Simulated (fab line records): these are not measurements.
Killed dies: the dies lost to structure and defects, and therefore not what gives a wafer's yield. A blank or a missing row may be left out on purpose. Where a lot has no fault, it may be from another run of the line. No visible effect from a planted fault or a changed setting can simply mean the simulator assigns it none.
Matching of chambers	flow n5-finfet	N5_BEOL_M0_SAQP_ETCH_73 on rie-diel-01 has 4 sister chambers
The step etches SiARC in CF4, target depth 19.5 nm, time 32.5 s. 8 wafers are shown with their chamber, then 7 later ones without.

== WAFERS WITH THEIR CHAMBER ==
wafer	chamber	drypump-motor-current-A (A)	showerhead-plenum-p-Torr (Torr)
L076.5	2	5.66	2.20
L076.6	3	5.86	2.21
L077.5	0	5.69	2.09
L078.2	0	5.67	2.09
L078.3	1	6.11	2.17
L078.6	1	6.10	2.17
L086.1	2	5.65	2.19
L086.2	3	5.85	2.20

== WAFERS MISSING THEIR CHAMBER ==
wafer	drypump-motor-current-A (A)	showerhead-plenum-p-Torr (Torr)
L086.4	6.14	2.16
L088.1	5.66	2.19
L088.2	6.13	2.16
L088.4	5.70	2.08
L090.1	6.11	2.16
L090.2	5.66	2.19
L090.4	5.85	2.20

== THE CHAMBER EACH PASSED THROUGH ==
wafer	from the rows above	in truth
L086.4	1	1
L088.1	2	2
L088.2	1	1
L088.4	0	0
L090.1	1	1
L090.2	2	2
L090.4	3	3
7 of 7 placed correctly. Number that these rows cannot place: 0. 0 placed wrongly.
How it was worked out, from the rows above alone: a wafer's distance from a chamber is the root of the sum, over the readings, of the square of ((its reading less the chamber's mean) divided by the reading's scatter). The wafer belongs to the nearest chamber; if the next one is less than 2 further off, it can't be placed. Each chamber's mean is taken over the wafers shown for it. How the scatter is found: for the shown wafers, subtract from each reading the mean of its chamber, square and add these, divide the total by (wafers less chambers), then take the root.
